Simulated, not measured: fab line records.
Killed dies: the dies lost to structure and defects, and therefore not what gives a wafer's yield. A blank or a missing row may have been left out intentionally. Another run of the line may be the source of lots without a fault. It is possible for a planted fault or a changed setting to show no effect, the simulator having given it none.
Split-lot study | flow n5-finfet | 7 lots, 21 wafers read, on a route of 1938 steps

## THE SPLIT ITSELF
At N5_BEOL_M10_COAT_64 (time 60 s, resist thk 30 nm), the setting spin-rpm was moved away from the recipe's 1500 rpm on 7 of the 21 wafers read, by -7.1% to +2.9%. The other wafers ran this setting at the recipe's value.

## FROM THE SPLIT TO THE READING: what the file shows between them, 5 steps
- N5_BEOL_M10_COAT_22: resist thk 90 nm (also split here: spin-rpm)
- N5_BEOL_M10_EBR_24
- N5_BEOL_M10_SOFTBAKE_23: time 60 s
- N5_BEOL_M10_DESCUM_33: chemistry O2, time 7.9 s
- N5_BEOL_M10_ETCH_65: etches SiARC in CF4, target depth 39 nm, time 65 s

## THE READING
SiARC_of_BEOL_M10_COAT_64.thk-nm (the simulator's own value, which no gauge read), in nm, at N5_BEOL_M10_ETCH_66 (etches SOC in N2/H2, target depth 120 nm, overetch 24 nm, time 180 s). There is no usual value for it anywhere in the file. The 14 wafers here that ran the recipe average 22.6 nm, standard deviation 0.19 nm.

wafer  | tool, chamber at the split | spin-rpm as run, rpm | against the recipe | SiARC_of_BEOL_M10_COAT_64.thk-nm, nm | against lot-mates on the recipe
L076.3 | litho-track-05, 0          | 1544                 | +2.9%              | 22.6                                 | +0.0
L076.4 | litho-track-05, 0          | 1544                 | +2.9%              | 22.2                                 | -0.4
L076.6 | litho-track-05, 0          | 1500                 | recipe             | 22.6                                 | -
L075.1 | litho-track-05, 0          | 1395                 | -7.0%              | 23.6                                 | +0.8
L075.2 | litho-track-05, 0          | 1500                 | recipe             | 22.8                                 | -
L075.5 | litho-track-05, 0          | 1395                 | -7.0%              | 23.8                                 | +1.0
L084.1 | litho-track-05, 0          | 1500                 | recipe             | 23                                   | -
L084.3 | litho-track-05, 0          | 1500                 | recipe             | 22.4                                 | -
L084.4 | litho-track-05, 0          | 1408                 | -6.1%              | 23.4                                 | +0.7
L082.1 | litho-track-04, 0          | 1500                 | recipe             | 22.4                                 | -
L082.4 | litho-track-04, 0          | 1500                 | recipe             | 22.4                                 | -
L082.6 | litho-track-04, 0          | 1500                 | recipe             | 22.6                                 | -
L086.2 | litho-track-04, 0          | 1500                 | recipe             | 22.6                                 | -
L086.3 | litho-track-04, 0          | 1394                 | -7.1%              | 24                                   | +1.3
L086.6 | litho-track-04, 0          | 1500                 | recipe             | 22.8                                 | -
L091.3 | litho-track-05, 0          | 1500                 | recipe             | 22.8                                 | -
L091.4 | litho-track-05, 0          | 1544                 | +2.9%              | 22.4                                 | -0.2
L091.6 | litho-track-05, 0          | 1500                 | recipe             | 22.4                                 | -
L096.1 | litho-track-04, 0          | 1500                 | recipe             | 22.6                                 | -
L096.4 | litho-track-04, 0          | 1500                 | recipe             | 22.8                                 | -
L096.5 | litho-track-04, 0          | 1500                 | recipe             | 22.8                                 | -

FIT RESULTS
A straight line over all 21 wafers: SiARC_of_BEOL_M10_COAT_64.thk-nm changes by -0.144 nm for each +1% of spin-rpm; r = -0.91; the points scatter about the line by 0.2 nm.
The same after taking each lot's own level away (the mean of its wafers on the recipe; 21 wafers): -0.128 nm for each +1%; r = -0.91; scatter 0.19 nm.
According to that fit, moving spin-rpm by its largest amount changes the reading by 0.91 nm.
From 22.47 to 22.80 nm: that is the span of the lots' own levels, equal to 1.8 times the standard deviation above.
Hence the slope depends on the lot-to-lot level, as the two fits are not the same.
Check: with one of the wafers moved furthest among these (-7.1%) left out of the fit, the line predicts +0.832 nm for it against its lot-mates. It came out at +1.3 nm against them.

## OTHER SPLITS ON THESE WAFERS
These wafers also went through other splits before the reading. Each is held against what the fit with the lots' levels taken away leaves over:
other split on the same wafers | wafers away from the commonest value | r with SiARC_of_BEOL_M10_COAT_64.thk-nm (lot level and that fit taken away)
N5_BEOL_M9_ILD_DEP_00 time-s   | 6                                    | -0.06
N5_BEOL_M10_COAT_22 spin-rpm   | 6                                    | -0.18

## THE WHOLE CHAIN: every reading that the file lists as answering this split, in the file's order
step                | what it does                                                         | reading                                                                           | change (the file's fit)               | r (the file's)
N5_BEOL_M10_COAT_64 | time 60 s, resist thk 30 nm                                          | SiARC_of_BEOL_M10_COAT_64.thk-nm (the simulator's own value, which no gauge read) | -0.167 nm for each +1% of the setting | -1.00
N5_BEOL_M10_ETCH_65 | etches SiARC in CF4, target depth 39 nm, time 65 s                   | etch.depth-nm (the simulator's own value, which no gauge read)                    | -0.164 nm for each +1% of the setting | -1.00
N5_BEOL_M10_ETCH_66 | etches SOC in N2/H2, target depth 120 nm, overetch 24 nm, time 180 s | SiARC_of_BEOL_M10_COAT_64.thk-nm (the simulator's own value, which no gauge read) | -0.136 nm for each +1% of the setting | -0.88

## FILE'S OWN FIT
SiARC_of_BEOL_M10_COAT_64.thk-nm changes by -0.136 nm for each +1% of spin-rpm, r = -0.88.
